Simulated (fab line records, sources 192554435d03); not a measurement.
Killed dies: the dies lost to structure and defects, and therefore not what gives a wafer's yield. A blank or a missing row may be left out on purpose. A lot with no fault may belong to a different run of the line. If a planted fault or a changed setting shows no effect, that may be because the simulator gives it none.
Chamber matching :: flow n5_finfet :: rie_diel-06 running N5_BEOL_M11_ETCH_62: 4 sister chambers
The step etches SOC in N2/H2, target depth 110 nm, overetch 22 nm, time 165 s. 22 wafers are shown with their chamber, then 11 later ones without.

## WAFERS WITH THEIR CHAMBER
wafer: L074.2
chamber: 3
showerhead_plenum_p_Torr (Torr): 2.49
throttle_valve_pct (%): 17.33
drypump_motor_current_A (A): 6.4

wafer: L074.5
chamber: 2
showerhead_plenum_p_Torr (Torr): 2.66
throttle_valve_pct (%): 17.86
drypump_motor_current_A (A): 5.6

wafer: L074.6
chamber: 3
showerhead_plenum_p_Torr (Torr): 2.49
throttle_valve_pct (%): 17.36
drypump_motor_current_A (A): 6.5

wafer: L076.1
chamber: 1
showerhead_plenum_p_Torr (Torr): 2.40
throttle_valve_pct (%): 18.12
drypump_motor_current_A (A): 5.7

wafer: L076.4
chamber: 2
showerhead_plenum_p_Torr (Torr): 2.66
throttle_valve_pct (%): 17.86
drypump_motor_current_A (A): 5.6

wafer: L076.6
chamber: 2
showerhead_plenum_p_Torr (Torr): 2.66
throttle_valve_pct (%): 17.85
drypump_motor_current_A (A): 5.6

wafer: L075.2
chamber: 0
showerhead_plenum_p_Torr (Torr): 2.57
throttle_valve_pct (%): 17.82
drypump_motor_current_A (A): 6.3

wafer: L075.5
chamber: 1
showerhead_plenum_p_Torr (Torr): 2.40
throttle_valve_pct (%): 18.12
drypump_motor_current_A (A): 5.7

wafer: L075.6
chamber: 0
showerhead_plenum_p_Torr (Torr): 2.57
throttle_valve_pct (%): 17.83
drypump_motor_current_A (A): 6.3

wafer: L079.2
chamber: 2
showerhead_plenum_p_Torr (Torr): 2.66
throttle_valve_pct (%): 17.87
drypump_motor_current_A (A): 5.6

wafer: L079.4
chamber: 3
showerhead_plenum_p_Torr (Torr): 2.49
throttle_valve_pct (%): 17.34
drypump_motor_current_A (A): 6.5

wafer: L079.6
chamber: 1
showerhead_plenum_p_Torr (Torr): 2.40
throttle_valve_pct (%): 18.13
drypump_motor_current_A (A): 5.8

wafer: L080.2
chamber: 3
showerhead_plenum_p_Torr (Torr): 2.49
throttle_valve_pct (%): 17.35
drypump_motor_current_A (A): 6.4

wafer: L080.4
chamber: 2
showerhead_plenum_p_Torr (Torr): 2.66
throttle_valve_pct (%): 17.88
drypump_motor_current_A (A): 5.6

wafer: L080.5
chamber: 2
showerhead_plenum_p_Torr (Torr): 2.66
throttle_valve_pct (%): 17.86
drypump_motor_current_A (A): 5.6

wafer: L082.1
chamber: 1
showerhead_plenum_p_Torr (Torr): 2.40
throttle_valve_pct (%): 18.16
drypump_motor_current_A (A): 5.8

wafer: L082.4
chamber: 0
showerhead_plenum_p_Torr (Torr): 2.57
throttle_valve_pct (%): 17.85
drypump_motor_current_A (A): 6.3

wafer: L082.5
chamber: 2
showerhead_plenum_p_Torr (Torr): 2.66
throttle_valve_pct (%): 17.89
drypump_motor_current_A (A): 5.6

wafer: L083.1
chamber: 0
showerhead_plenum_p_Torr (Torr): 2.57
throttle_valve_pct (%): 17.85
drypump_motor_current_A (A): 6.3

wafer: L083.4
chamber: 2
showerhead_plenum_p_Torr (Torr): 2.65
throttle_valve_pct (%): 17.87
drypump_motor_current_A (A): 5.6

wafer: L083.5
chamber: 2
showerhead_plenum_p_Torr (Torr): 2.65
throttle_valve_pct (%): 17.88
drypump_motor_current_A (A): 5.6

wafer: L081.1
chamber: 0
showerhead_plenum_p_Torr (Torr): 2.57
throttle_valve_pct (%): 17.85
drypump_motor_current_A (A): 6.3

SIGNATURES (means of the wafers above)
reading: showerhead_plenum_p_Torr
chamber 0: 2.5700
chamber 1: 2.4000
chamber 2: 2.6578
chamber 3: 2.4900
scatter within a chamber: 0.00294

reading: throttle_valve_pct
chamber 0: 17.8400
chamber 1: 18.1325
chamber 2: 17.8689
chamber 3: 17.3450
scatter within a chamber: 0.0143

reading: drypump_motor_current_A
chamber 0: 6.300
chamber 1: 5.750
chamber 2: 5.600
chamber 3: 6.450
scatter within a chamber: 0.0333
Rule: for each reading, subtract the chamber's mean from the wafer's reading, divide by that reading's scatter and square the result; add these up over the readings and take the root, which gives the wafer's distance from the chamber. The wafer belongs to the nearest chamber; if the next one is less than 2 further off, it can't be placed. The scatter is the square root of a quotient: the sum, over the shown wafers, of each reading's squared deviation from its chamber's mean, divided by wafers minus chambers.

## WAFERS WITHOUT THEIR CHAMBER
wafer: L081.4
showerhead_plenum_p_Torr (Torr): 2.39
throttle_valve_pct (%): 18.15
drypump_motor_current_A (A): 5.8

wafer: L081.5
showerhead_plenum_p_Torr (Torr): 2.39
throttle_valve_pct (%): 18.15
drypump_motor_current_A (A): 5.8

wafer: L089.2
showerhead_plenum_p_Torr (Torr): 2.48
throttle_valve_pct (%): 17.38
drypump_motor_current_A (A): 6.5

wafer: L089.4
showerhead_plenum_p_Torr (Torr): 2.56
throttle_valve_pct (%): 17.88
drypump_motor_current_A (A): 6.3

wafer: L089.6
showerhead_plenum_p_Torr (Torr): 2.48
throttle_valve_pct (%): 17.37
drypump_motor_current_A (A): 6.5

wafer: L092.2
showerhead_plenum_p_Torr (Torr): 2.71
throttle_valve_pct (%): 17.62
drypump_motor_current_A (A): 5.7

wafer: L092.4
showerhead_plenum_p_Torr (Torr): 2.65
throttle_valve_pct (%): 17.90
drypump_motor_current_A (A): 5.6

wafer: L092.5
showerhead_plenum_p_Torr (Torr): 2.56
throttle_valve_pct (%): 17.90
drypump_motor_current_A (A): 6.3

wafer: L096.2
showerhead_plenum_p_Torr (Torr): 2.56
throttle_valve_pct (%): 17.90
drypump_motor_current_A (A): 6.3

wafer: L096.3
showerhead_plenum_p_Torr (Torr): 2.64
throttle_valve_pct (%): 17.92
drypump_motor_current_A (A): 5.6

wafer: L096.5
showerhead_plenum_p_Torr (Torr): 2.64
throttle_valve_pct (%): 17.94
drypump_motor_current_A (A): 5.6

## THE CHAMBER EACH PASSED THROUGH
wafer: L081.4
from the rows above: 1
in truth: 1

wafer: L081.5
from the rows above: 1
in truth: 1

wafer: L089.2
from the rows above: 3
in truth: 3

wafer: L089.4
from the rows above: 0
in truth: 0

wafer: L089.6
from the rows above: 3
in truth: 3

wafer: L092.2
from the rows above: 2
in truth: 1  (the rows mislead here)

wafer: L092.4
from the rows above: 2
in truth: 2

wafer: L092.5
from the rows above: 0
in truth: 0

wafer: L096.2
from the rows above: 0
in truth: 0

wafer: L096.3
from the rows above: 2
in truth: 2

wafer: L096.5
from the rows above: 2
in truth: 2
Correctly placed: 10 of 11. Not placeable from these rows: 0. 1 placed wrongly.
